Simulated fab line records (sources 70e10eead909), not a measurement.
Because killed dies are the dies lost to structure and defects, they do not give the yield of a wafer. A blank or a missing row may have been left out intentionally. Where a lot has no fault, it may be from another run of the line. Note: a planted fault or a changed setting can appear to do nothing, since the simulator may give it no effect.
Which tool is to blame? -- flow nand-harc -- Sampling: 14 lots, 39 wafers, 6 of 1302 route steps

== WHAT THE GAUGES SHOWED, per wafer ==
NHARC_A_DECK1_JOINT_THK_MEAS_17: measures by ellipsometry. Usual: thk-nm at 44.9 nm, with a standard deviation of 1.2.
lot,measured,on,thk-nm (nm),flag
L510,day 11 23:32,film-metro-02,44.0 44.6 44.9,
L511,day 12 16:35,film-metro-02,45.7 43.5 44.6,
L513,day 13 13:41,film-metro-02,45.2 45.0 45.9,
L512,day 13 13:47,film-metro-02,46.1 44.8 45.6,
L516,day 14 11:36,film-metro-02,46.5 44.0 45.7,
L515,day 14 11:40,film-metro-01,43.7 47.5 45.8,
L517,day 15 10:19,film-metro-02,45.0 45.4 46.8,
L519,day 15 22:31,film-metro-01,44.2 46.0 46.1,
L521,day 16 17:29,film-metro-01,44.8 44.4 46.1,
L524,day 18 13:56,film-metro-01,45.9 46.0 44.7,
L526,day 19 03:37,film-metro-01,46.1 45.8,
L528,day 19 15:28,film-metro-01,46.2 45.1,
L530,day 20 18:59,film-metro-01,43.6 43.5,
L533,day 21 14:40,film-metro-01,42.7 47.6 44.6,

NHARC_A_ONON_D2_THK_MEAS_05: measures by ellipsometry. Usual: thk-nm at 1000 nm, with a standard deviation of 9.2.
lot,measured,on,thk-nm (nm),flag
L510,day 12 00:43,film-metro-01,991 990 991,
L511,day 12 17:46,film-metro-01,1004 1003 1003,
L513,day 13 14:52,film-metro-02,982 982 981,
L512,day 13 14:58,film-metro-01,1005 1005 1006,
L516,day 14 12:46,film-metro-01,992 991 992,
L515,day 14 12:51,film-metro-02,999 1000 1000,
L517,day 15 11:29,film-metro-01,997 997 1000,
L519,day 15 23:41,film-metro-02,1003 1004 1003,
L521,day 16 18:40,film-metro-01,1010 1009 1010,
L524,day 18 15:07,film-metro-02,1006 1005 1006,
L526,day 19 04:47,film-metro-02,995 994,
L528,day 19 16:38,film-metro-01,1003 1005,
L530,day 20 20:10,film-metro-01,996 997,
L533,day 21 15:50,film-metro-02,1010 1012 1013,

NHARC_A_ONON_D2_THK_MEAS_18: measures by ellipsometry. Usual: thk-nm at 999 nm, with a standard deviation of 8.2.
lot,measured,on,thk-nm (nm),flag
L510,day 12 10:27,film-metro-02,984 986 985,
L511,day 13 03:56,film-metro-01,1005 1005 1005,
L513,day 14 00:22,film-metro-02,1003 1003 1003,
L512,day 14 00:41,film-metro-01,1008 1010 1008,
L516,day 14 22:13,film-metro-01,1010 1009 1011,
L515,day 14 22:13,film-metro-02,987 986 984,
L517,day 15 22:38,film-metro-01,996 995 994,
L519,day 16 09:22,film-metro-01,999 999 999,
L521,day 17 03:42,film-metro-01,997 994 995,
L524,day 19 00:40,film-metro-02,994 995 994,
L526,day 19 14:16,film-metro-02,905 1001,OFF
L528,day 20 01:42,film-metro-02,913 1005,OFF
L530,day 21 02:50,film-metro-02,897 989,OFF
L533,day 22 01:28,film-metro-02,1000 1001 1000,

NHARC_END_SORT_01. Usual: killed-at-array 56, standard deviation 20; killed-at-other 1, standard deviation 1.3; killed-at-periphery 3.5, standard deviation 2.7; killed-dies 60, standard deviation 20; killed-open 3.3, standard deviation 1.6; killed-short 2.4, standard deviation 1.5.
lot,measured,on,killed-at-array,killed-at-other,killed-at-periphery,killed-dies,killed-open,killed-short,flag
L526,day 31 04:21,prober-02,675 74,0 1,2 1,677 76,4 4,4 0,OFF
L528,day 31 12:07,prober-02,675 27,0 0,2 4,677 31,3 4,5 2,OFF
L530,day 32 06:59,prober-02,669 32,2 0,6 8,677 40,3 2,3 0,OFF

== EACH LOT AND THE TOOL THAT RAN IT (in order: tool; ch and the chambers of the sampled wafers; start) ==
lot,NHARC_A_DECK1_JOINT_CMP_02,NHARC_A_ONON_D2_DEP_16
L510,"cmp-02 ch 0,1,3, day 11 22:53","pecvd-onon-03 ch 0, day 12 09:56"
L511,"cmp-02 ch 1,2, day 12 15:55","pecvd-onon-03 ch 0, day 13 03:25"
L513,"cmp-04 ch 1,2, day 13 13:02","pecvd-onon-03 ch 0, day 14 00:02"
L512,"cmp-02 ch 0,2,3, day 13 13:02","pecvd-onon-01 ch 0, day 14 00:11"
L516,"cmp-01 ch 0,3, day 14 10:42","pecvd-onon-03 ch 0, day 14 21:46"
L515,"cmp-04 ch 0,1,3, day 14 10:47","pecvd-onon-04 ch 0, day 14 21:43"
L517,"cmp-04 ch 0,2,3, day 15 09:38","pecvd-onon-03 ch 0, day 15 22:11"
L519,"cmp-04 ch 0,2,3, day 15 21:54","pecvd-onon-03 ch 0, day 16 08:58"
L521,"cmp-02 ch 1,2,3, day 16 16:50","pecvd-onon-03 ch 0, day 17 03:11"
L524,"cmp-01 ch 2,3, day 18 13:05","pecvd-onon-04 ch 0, day 19 00:09"
L526,"cmp-01 ch 1,3, day 19 03:01","pecvd-onon-03 ch 0, day 19 13:55"
L528,"cmp-02 ch 0,2, day 19 14:50","pecvd-onon-03 ch 0, day 20 01:22"
L530,"cmp-04 ch 0,1, day 20 18:22","pecvd-onon-03 ch 0, day 21 02:30"
L533,"cmp-02 ch 1,2, day 21 13:49","pecvd-onon-01 ch 0, day 22 01:01"
- NHARC_A_DECK1_JOINT_CMP_02: polishes SiOx.
- NHARC_A_ONON_D2_DEP_16: target thk 1000 nm.

== WHAT THE TOOLS THEMSELVES READ (means of the sampled wafers that have a number; where no wafer has one, the mark that the record gives instead) ==
NHARC_A_DECK1_JOINT_CMP_02. Usual: motor-current-A at 11.8 A, with a standard deviation of 1.4.
lot,tool,motor-current-A (A),flag
L510,cmp-02,12.7,
L511,cmp-02,13.3,
L513,cmp-04,10.5,
L512,cmp-02,12.8,
L516,cmp-01,11.7,
L515,cmp-04,11.3,
L517,cmp-04,10.6,
L519,cmp-04,10.8,
L521,cmp-02,13.0,
L524,cmp-01,10.8,
L526,cmp-01,11.9,
L528,cmp-02,13.8,
L530,cmp-04,12.5,
L533,cmp-02,13.6,

NHARC_A_ONON_D2_DEP_16. Usual: susceptor-temp-C at 400.01 C, with a standard deviation of 0.22.
lot,tool,susceptor-temp-C (C),flag
L510,pecvd-onon-03,400.23,
L511,pecvd-onon-03,400.06,
L513,pecvd-onon-03,399.94,
L512,pecvd-onon-01,399.82,
L516,pecvd-onon-03,399.86,
L515,pecvd-onon-04,400.12,
L517,pecvd-onon-03,399.84,
L519,pecvd-onon-03,399.91,
L521,pecvd-onon-03,400.20,
L524,pecvd-onon-04,400.08,
L526,pecvd-onon-03,400.38,
L528,pecvd-onon-03,399.90,
L530,pecvd-onon-03,399.94,
L533,pecvd-onon-01,400.03,

== THE ANSWER, worked out from the rows above alone ==
Rule: take the mean of a lot's wafers that have a number; if it is more than 3 standard deviations from the usual mean, the lot is off. A lot without any number at a reading at which 4 lots or more have one is off too. Any other lot the step has rows for is counted as sound. Order of review: gauges by route order, followed by the tools' own readings, for which a lot's mean as printed above is used. The first step at which some lot is off is used, and at that step the reading that is off furthest; a lot without a number counts as furthest.
Off, at NHARC_A_ONON_D2_THK_MEAS_18 on thk-nm: L526, L528, L530.
If a tool, at a process step before that reading, ran all the lots that are off and no sound lot after the first of them, it fits. Not tried: the gauges at NHARC_A_ONON_D2_THK_MEAS_18; whatever is off there is also off at NHARC_END_SORT_01, on other tools, and gauge error can't account for it. One candidate fits, namely pecvd-onon-03 at NHARC_A_ONON_D2_DEP_16. Its last sound lot is L521 (day 17 03:11), its first lot that is off L526 (day 19 13:55): a fault that began between those two fits.

== WHAT THE SIMULATOR PUT IN ==
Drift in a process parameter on pecvd-onon-03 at NHARC_A_ONON_D2_DEP_16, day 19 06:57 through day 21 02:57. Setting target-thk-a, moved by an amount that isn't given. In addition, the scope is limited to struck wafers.
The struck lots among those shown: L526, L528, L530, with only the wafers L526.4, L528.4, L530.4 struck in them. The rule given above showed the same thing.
